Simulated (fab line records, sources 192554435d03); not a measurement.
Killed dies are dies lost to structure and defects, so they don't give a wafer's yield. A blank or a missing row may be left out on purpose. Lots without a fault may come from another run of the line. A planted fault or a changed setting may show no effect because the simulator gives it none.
fab line records | flow n5_finfet | part 2 of 2: steps 20 to 26 of 26
record lots=5 wafers=15 last_day=17
route steps=1938 shown HKMG_FIN@445 GATE_CUT@465
lots that met no fault: from a run of the same line without faults
start_h: hours from the record's first day to the start of the lot's first wafer shown | wait_h: hours since the lot's step before | " the same as in the row above | L1.1+2: a row that stands for several wafers | - no value, or no start given | * or withheld: withheld | < > ~ a bound
route shown NAME@n: a module of which the file shows steps, and the number in the route of the first | usual: mean/standard deviation of fault-free wafers | same: alike in all rows | chamber/n: place in a boat | sites: the reading at each site | _std_site: their standard deviation | _edge_site: outer sites' mean less inner sites' | radius_mm: how far each site lies from the wafer's centre | mask NAME#n: copy n | behind: the tool/chamber that last shaped the wafer | hold: why the lot was held/for how many hours/how that ended | device: the transistor (n, p or np) that didn't switch | end of line: the same wafers' tests at the end of the route | a step without rows: its recipe alone | killed: dies lost to structure and defects at the first sort, not the wafer's yield | map: a wafer's dies, x killed, . not, _ none there
set.NAME: the setting as run; set.NAME@STEP: as run at that earlier step | model.NAME: the simulator's own value behind a step, which no gauge read
lots at some steps of the route; a table a step, a row a wafer
services: from which hour (start_h, from the record's first day; less than 0 if before it) a tool's chamber was out of use, for how many hours, and why
## steps
# step N5_GATE_CUT_ETCHBACK_00
# recipe chemistry=SF6/Cl2 target=W pressure_mtorr=8 icp_w=900 bias_w=80 SF6_flow_sccm=40 Cl2_flow_sccm=60
# usual SF6_flow_sccm=40.01/0.13 drypump_motor_current_A=5.9/0.44 oes_product_au=0.74/0.089 throttle_valve_pct=27.73/0.22
# columns lot.wafer tool chamber start_h wait_h SF6_flow_sccm drypump_motor_current_A oes_product_au rf_hours_counter_h throttle_valve_pct
L075.2 rie_metal-01 0 87.25 0.1 40.08 5.0 0.75 - 27.45
L075.3 " 0 " " 39.89 5.0 0.75 - 27.46
L075.6 " 0 " " 40.04 5.0 0.74 - 27.44
L086.2 rie_metal-01 1 157.00 0.0 40.27 5.9 0.70 75 27.54
L086.3 " 1 " " 40.04 5.9 0.70 - 27.54
L086.4 " 0 " " 40.03 5.0 0.74 - 27.48
L087.4 rie_metal-01 0 158.68 0.1 40.03 5.0 0.73 - 27.47
L087.5 " 1 " " 40.04 5.9 0.70 - 27.54
L087.6 " 0 " " 39.86 5.0 0.73 - 27.45
L091.4 rie_metal-01 0 181.71 0.1 40.03 5.0 0.74 - 27.49
L091.5 " 1 " " 40.10 5.9 0.71 - 27.54
L091.6 " 0 " " 40.04 5.1 0.73 - 27.48
L094.2 rie_metal-03 1 202.20 0.0 40.06 6.0 0.92 5 27.78
L094.5 " 1 " " 39.88 6.0 0.92 - 27.79
L094.6 " 0 " " 40.16 6.1 0.80 - 27.91
# step N5_GATE_CUT_ETCH_56
# recipe chemistry=Cl2/Ar target=TiN target_depth_a=216 pressure_mtorr=10 icp_w=600 bias_w=60 Cl2_flow_sccm=40 Ar_flow_sccm=60
# usual drypump_motor_current_A=5.9/0.44 oes_product_au=0.74/0.088 throttle_valve_pct=21.02/0.2
# columns lot.wafer tool chamber start_h wait_h drypump_motor_current_A oes_product_au rf_hours_counter_h throttle_valve_pct
L075.2 rie_metal-01 0 87.48 0.2 5.0 0.75 - 20.81
L075.3 " 0 " " 5.0 0.75 - 20.81
L075.6 " 0 " " 5.0 0.75 - 20.82
L086.2 rie_metal-01 1 157.12 0.1 5.9 0.70 75 20.89
L086.3 " 1 " " 5.9 0.69 - 20.89
L086.4 " 0 " " 5.0 0.74 - 20.82
L087.4 rie_metal-01 0 158.79 0.1 5.1 0.73 - 20.83
L087.5 " 1 " " 5.9 0.70 - 20.89
L087.6 " 0 " " 5.1 0.74 - 20.84
L091.4 rie_metal-01 0 181.82 0.1 5.0 0.74 - 20.82
L091.5 " 1 " " 6.0 0.71 - 20.89
L091.6 " 0 " " 5.0 0.73 - 20.82
L094.2 rie_metal-03 1 202.32 0.1 6.0 0.92 5 20.93
L094.5 " 1 " " 6.0 0.92 - 20.94
L094.6 " 0 " " 6.1 0.78 - 21.19
# step N5_GATE_CUT_ETCHBACK_30
# recipe chemistry=Cl2/Ar target=TiN target_depth_a=30 mode=isotropic pressure_mtorr=10 icp_w=600 bias_w=60 Cl2_flow_sccm=40 Ar_flow_sccm=60
# usual drypump_motor_current_A=5.9/0.44 oes_product_au=0.74/0.087 throttle_valve_pct=21.02/0.2
# columns lot.wafer tool chamber start_h wait_h drypump_motor_current_A oes_product_au rf_hours_counter_h throttle_valve_pct
L075.2 rie_metal-01 0 87.64 0.1 5.0 0.76 - 20.81
L075.3 " 0 " " 5.0 0.75 - 20.80
L075.6 " 0 " " 5.0 0.75 - 20.82
L086.2 rie_metal-01 1 157.21 0.1 5.9 0.70 75 20.87
L086.3 " 1 " " 5.9 0.70 - 20.90
L086.4 " 0 " " 5.0 0.74 - 20.81
L087.4 rie_metal-01 0 158.86 0.0 5.0 0.74 - 20.82
L087.5 " 1 " " 6.0 0.70 - 20.90
L087.6 " 0 " " 5.1 0.74 - 20.84
L091.4 rie_metal-01 0 181.89 0.0 5.0 0.73 - 20.82
L091.5 " 1 " " 5.9 0.70 - 20.89
L091.6 " 0 " " 5.0 0.74 - 20.83
L094.2 rie_metal-03 1 202.41 0.1 6.0 0.91 5 20.96
L094.5 " 1 " " 6.0 0.92 - 20.94
L094.6 " 0 " " 6.1 0.78 - 21.19
# step N5_GATE_CUT_VAPOR_ETCH_60
# recipe chemistry=BCl3/Cl2 target=HfO2 mode=isotropic
# usual drypump_motor_current_A=5.9/0.44 oes_product_au=0.74/0.089
# columns lot.wafer tool chamber start_h wait_h drypump_motor_current_A oes_product_au
L075.2 rie_metal-01 0 87.70 0.1 5.0 0.76
L075.3 " 0 " " 5.0 0.75
L075.6 " 0 " " 5.0 0.75
L086.2 rie_metal-01 1 157.24 0.0 5.9 0.71
L086.3 " 1 " " 5.9 0.71
L086.4 " 0 " " 5.0 0.75
L087.4 rie_metal-01 0 158.89 0.0 5.0 0.73
L087.5 " 1 " " 5.9 0.70
L087.6 " 0 " " 5.0 0.73
L091.4 rie_metal-01 0 181.92 0.0 5.0 0.74
L091.5 " 1 " " 5.9 0.70
L091.6 " 0 " " 5.0 0.73
L094.2 rie_metal-03 1 202.44 0.0 6.0 0.91
L094.5 " 1 " " 6.0 0.91
L094.6 " 0 " " 6.1 0.79
# step N5_GATE_CUT_ETCH_58
# recipe chemistry=CH3F/O2 target=SiNx target_depth_a=170 time_s=128.6 ion_energy_ev=50 pressure_mtorr=30 source_w=415 bias_w=21 Ar_flow_sccm=150 CH3F_flow_sccm=30 O2_flow_sccm=20
# usual drypump_motor_current_A=5.6/0.52 oes_product_au=0.83/0.093 rf_vpp_V=99.3/0.91 showerhead_plenum_p_Torr=2.03/0.062 throttle_valve_pct=16.22/0.26
# columns lot.wafer tool chamber start_h wait_h drypump_motor_current_A oes_product_au rf_hours_counter_h rf_vpp_V showerhead_plenum_p_Torr throttle_valve_pct
L075.2 rie_diel-01 3 87.78 0.1 5.5 0.94 12 99.4 2.05 16.15
L075.3 " 0 " " 5.8 0.90 19 100.8 2.13 16.33
L075.6 " 1 " " 5.7 0.81 - 99.6 2.02 16.18
L086.2 rie_diel-03 0 157.29 0.0 5.7 0.97 13 98.9 1.97 15.76
L086.3 " 3 " " 5.8 0.93 19 98.3 2.04 16.14
L086.4 " 1 " " 6.6 0.73 194 100.6 2.06 16.40
L087.4 rie_diel-03 0 158.93 0.0 5.7 0.95 13 98.4 1.97 15.76
L087.5 " 0 " " 5.6 0.95 - 99.9 1.97 15.78
L087.6 " 3 " " 5.7 0.93 - 100.2 2.04 16.13
L091.4 rie_diel-03 0 181.96 0.0 5.7 0.93 19 97.3 1.96 15.79
L091.5 " 1 " " 6.6 0.72 - 100.0 2.06 16.40
L091.6 " 0 " " 5.7 0.93 - 99.5 1.96 15.78
L094.2 rie_diel-02 2 202.49 0.0 5.0 0.80 89 97.9 1.94 16.34
L094.5 " 3 " " 4.9 0.68 - 98.6 2.05 16.55
L094.6 " 1 " " 5.8 0.68 - 98.8 1.97 16.83
# step N5_GATE_CUT_STRIP_59
# recipe chemistry=N2/H2 time_s=20 power_w=100 temp_c=40 pressure_mtorr=100 rf_frequency_hz=6e+07 bias_power_w=3 n2_flow_sccm=300 h2_flow_sccm=300
# usual drypump_motor_current_A=5.7/0.52 oes_product_au=0.82/0.091 rf_vpp_V=45.4/0.94 showerhead_plenum_p_Torr=3.42/0.1 throttle_valve_pct=12.07/0.27
# columns lot.wafer tool chamber start_h wait_h drypump_motor_current_A oes_product_au rf_hours_counter_h rf_vpp_V showerhead_plenum_p_Torr throttle_valve_pct
L075.2 rie_diel-01 3 87.88 0.1 5.5 0.94 12 45.8 3.44 11.91
L075.3 " 0 " " 5.8 0.90 20 44.3 3.58 12.04
L075.6 " 1 " " 5.7 0.81 - 45.9 3.41 12.07
L086.2 rie_diel-03 0 157.40 0.1 5.7 0.95 13 44.0 3.32 11.60
L086.3 " 3 " " 5.8 0.92 19 46.0 3.44 11.97
L086.4 " 1 " " 6.6 0.74 194 46.8 3.48 12.30
L087.4 rie_diel-03 0 159.03 0.1 5.7 0.95 13 47.0 3.32 11.61
L087.5 " 0 " " 5.7 0.96 - 43.4 3.32 11.59
L087.6 " 3 " " 5.8 0.91 - 47.1 3.44 11.94
L091.4 rie_diel-03 0 182.06 0.1 5.7 0.93 19 43.8 3.32 11.60
L091.5 " 1 " " 6.6 0.73 - 44.2 3.48 12.33
L091.6 " 0 " " 5.6 0.94 - 44.3 3.32 11.62
L094.2 rie_diel-02 2 202.59 0.1 5.1 0.81 89 44.6 3.28 12.16
L094.5 " 3 " " 4.9 0.68 - 45.3 3.46 12.45
L094.6 " 1 " " 5.8 0.69 - 44.1 3.32 12.68
# step N5_GATE_CUT_PRECLEAN_31
# recipe temp_c=23 chemistry=DIW time_s=300
# columns lot.wafer tool chamber start_h wait_h
L075.2+3+6 wet_bench-04 0,2,5 87.97 0.1
L086.2+3+4 wet_bench-04 1,4,0 157.48 0.1
L087.4+5+6 wet_bench-04 5,1,0 159.12 0.1
L091.4+5+6 wet_bench-01 2,1,3 182.14 0.1
L094.2+5+6 wet_bench-02 5,7,4 202.67 0.1
## services
# columns tool chamber start_h hours kind
rie_diel-03 2 73.19 12.5 repair
rie_metal-01 1 77.91 5.6 repair
cmp-04 - 81.23 0.3 repair
rie_metal-01 1 86.02 2.4 repair
plasma_asher-01 - 87.39 0.8 repair
cmp-04 - 87.50 0.6 repair
cmp-04 - 88.29 5.5 pm
cmp-04 - 100.79 0.7 repair
rie_diel-04 1 104.02 9.3 repair
cmp-04 - 104.28 4.8 pm
ald_metal-03 - 112.35 2.8 pm
cmp-02 - 118.16 4.0 pm
rie_diel-05 2 132.80 6.0 repair
ald_metal-01 - 141.44 6.0 pm
ald_metal-03 1 141.59 3.0 repair
rie_diel-03 3 151.46 4.3 repair
cmp-04 - 159.52 1.4 repair
rie_metal-01 1 161.67 9.4 repair
ald_metal-04 - 164.45 8.7 pm
rie_diel-03 2 170.31 8.0 repair
cmp-04 - 171.25 1.6 repair
cvd_w-02 - 173.92 6.0 pm
cmp-04 - 189.08 0.5 repair
cmp-04 - 200.94 6.7 repair
